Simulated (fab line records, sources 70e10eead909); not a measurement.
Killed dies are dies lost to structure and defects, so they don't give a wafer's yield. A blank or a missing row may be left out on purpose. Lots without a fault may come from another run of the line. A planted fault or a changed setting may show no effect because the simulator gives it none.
A struck lot beside a sound one | flow nand_harc | 40 steps out of a route of 1302
Sound: wafers L284.1, L284.5, L284.6. Struck: wafers L278.1, L278.4, L278.6. The cause comes at the end.
At each step with rows: each side's tool, then ch and its chambers, then its first start. Under that, the readings that differ: sound wafers | struck wafers | difference of the means | sigmas: that difference in standard deviations of wafers without a fault.
alike: readings whose means differ by less than 2 such deviations, and words and numbers that are the same on both sides. not compared: withheld readings, readings that some wafer has no value for, bounds like >300 that may hide the same value, and numbers for which the record gives no deviation and whose values overlap.
The two part at a step that has a row with sigmas, a row that says differs or no value, or rows on one side only. Numbers that don't overlap but have no deviation are shown without sigmas and don't part them. A reading that every wafer of one side lacks parts them only if that side has two wafers or more.

first, 3 steps without rows for these wafers: NHARC_A_CONTACT_ETCH_89 (etches the open film in N2/H2, target depth 260 nm, time 475.3 s); NHARC_A_CONTACT_ETCH_30 (etches the open film in CF4/CHF3, target depth 72.6 nm, time 36.3 s); NHARC_A_CONTACT_ETCH_31 (etches the open film in O2/COS, target depth 2800 nm, time 728 s).
NHARC_A_CONTACT_ETCH_134: etches the open film in C4F8/O2/Ar, time 140 s, target depth 700 nm.
  sound on har_cap_etch-01 ch 0,1, day 28 01:02; struck on har_cap_etch-01 ch 0,1, day 26 07:59
  not compared: rf_hours_counter_h
then, 6 steps without rows for these wafers: NHARC_A_CONTACT_ETCH_135 (etches the open film in C4F8/O2/Ar, time 311 s, target depth 1912 nm); NHARC_A_CONTACT_ETCH_136 (etches the open film in C4F8/O2/Ar, time 311 s, target depth 1912 nm); NHARC_A_CONTACT_ETCH_137 (etches the open film in C4F8/O2/Ar, time 311 s, target depth 1912 nm); NHARC_A_CONTACT_ETCH_138 (etches the open film in C4F8/O2/Ar, time 311 s, target depth 1914 nm); NHARC_A_CONTACT_ETCH_139 (etches the open film in C4F8/O2/Ar, time 195 s, target depth 840 nm); NHARC_A_CONTACT_ETCH_92 (etches the open film in CH3F/O2, target depth 40 nm, time 85.7 s).
NHARC_A_CONTACT_ETCH_98: etches the open film in C4F6/O2, target depth 20 nm, time 10 s.
  sound on rie_diel-05 ch 0,1,3; struck on rie_diel-10 ch 1,2
  reading               | sound             | struck            | difference | sigmas
  oes_product_au (a.u.) | 0.942 0.947 0.953 | 0.998 1.019 1.001 | +0.059     | +3
  alike: bias_w, drypump_motor_current_A, mfc_ar_sccm, rf_vpp_V, showerhead_plenum_p_Torr, throttle_valve_pct
  not compared: rf_hours_counter_h
NHARC_A_CONTACT_CD_MEAS_15:
  sound on cd_sem-03, day 28 03:04; struck on cd_sem-03, day 26 10:02
  alike: cd_nm
NHARC_A_CONTACT_STRIP_107: strips in N2/H2.
  sound on rie_diel-03 ch 2,3, day 28 03:08; struck on rie_diel-10 ch 0,1,2, day 26 10:07
then, 7 steps without rows for these wafers: NHARC_A_CONTACT_STRIP_108 (strips in CF4/CHF3); NHARC_A_CONTACT_STRIP_109 (strips in O2/COS); NHARC_A_CONTACT_ETCH_110 (etches the open film in CF4/O2, target depth 60 nm, overetch 6 nm, time 33 s); NHARC_A_CONTACT_STRIP_26 (strips in O2); NHARC_A_CONTACT_STRIP_27 (strips in post etch residue remover, time 600 s); NHARC_A_CONTACT_ALD_18 (deposits TiN, target thk 3 nm, pulse time 1 s, ald cycles 150); NHARC_A_CONTACT_CVD_19 (deposits W, target thk 300 nm, time 802 s).
NHARC_A_CONTACT_CMP_20: polishes, t overpolish 30 s, target thk 300 nm.
  sound on cmp-04 ch 0,1,2, day 28 05:08; struck on cmp-03 ch 0,1,3, day 26 12:25
  alike: motor_current_A, overpolish_run_s, time_to_endpoint_s
  not compared: pad_life_wafers
then, 11 steps without rows for these wafers: NHARC_A_CONTACT_SRD_22; NHARC_A_BLC_DEHYDRATE_00 (time 120 s); NHARC_A_BLC_HMDS_01 (time 30 s); NHARC_A_BLC_COAT_02 (time 75 s); NHARC_A_BLC_COAT_03 (time 65 s); NHARC_A_BLC_COAT_04 (resist thk 90 nm); NHARC_A_BLC_SOFTBAKE_05 (time 55 s); NHARC_A_BLC_EBR_06; NHARC_A_BLC_EXPOSE_07 (exposes mask A BLC, target cd 100 nm); NHARC_A_BLC_PEB_08 (peb time 65 s); NHARC_A_BLC_DEVELOP_09 (develop time 35 s).
NHARC_A_BLC_CD_MEAS_10: target cd 100 nm.
  sound on cd_sem-02 ch 0, day 28 06:00; struck on cd_sem-02 ch 0, day 26 13:16
  alike: cd_nm
NHARC_A_BLC_OVL_MEAS_11:
  sound on overlay-01, day 28 06:05; struck on overlay-02, day 26 13:22
  alike: overlay_x_nm, overlay_y_nm
then, 2 steps without rows for these wafers: NHARC_A_BLC_DESCUM_15 (chemistry O2, time 3 s); NHARC_A_BLC_ETCH_16 (etches the open film in CF4, target depth 39 nm, time 65 s).
NHARC_A_BLC_ETCH_17: etches the open film in N2/H2, target depth 390 nm, time 609.38 s.
  sound on rie_diel-04 ch 0,2,3; struck on rie_diel-04 ch 0,1,3
  alike: bias_w, drypump_motor_current_A, mfc_ar_sccm, oes_product_au, rf_vpp_V, showerhead_plenum_p_Torr, throttle_valve_pct
  not compared: rf_hours_counter_h
NHARC_A_BLC_ETCH_18: etches the open film in C4F8/O2/Ar, target depth 910 nm.
  sound on rie_diel-04 ch 0,1; struck on rie_diel-04 ch 0,1,3
  alike: bias_w, oes_product_au, rf_vpp_V
  not compared: rf_hours_counter_h
NHARC_A_BLC_CD_MEAS_19:
  sound on cd_sem-01, day 28 07:10; struck on cd_sem-02, day 26 14:25
  reading    | sound             | struck          | difference | sigmas
  cd_nm (nm) | 103.1 101.0 103.2 | 97.5 101.0 94.8 | -4.7       | -2
-- the record jumps here: 2 days lie between the struck wafers' starts before and after (it left off in module A_BLC and takes up again in module END, whose first step shown is number 1302 of the route) --
NHARC_END_SORT_01:
  the record has rows for the struck wafers here (prober-02 ch 0, day 28 14:39) and none for the sound ones

WHERE THEY PART
First at NHARC_A_CONTACT_ETCH_98; last, within this record, at NHARC_END_SORT_01.

WHY: what the simulator had put in
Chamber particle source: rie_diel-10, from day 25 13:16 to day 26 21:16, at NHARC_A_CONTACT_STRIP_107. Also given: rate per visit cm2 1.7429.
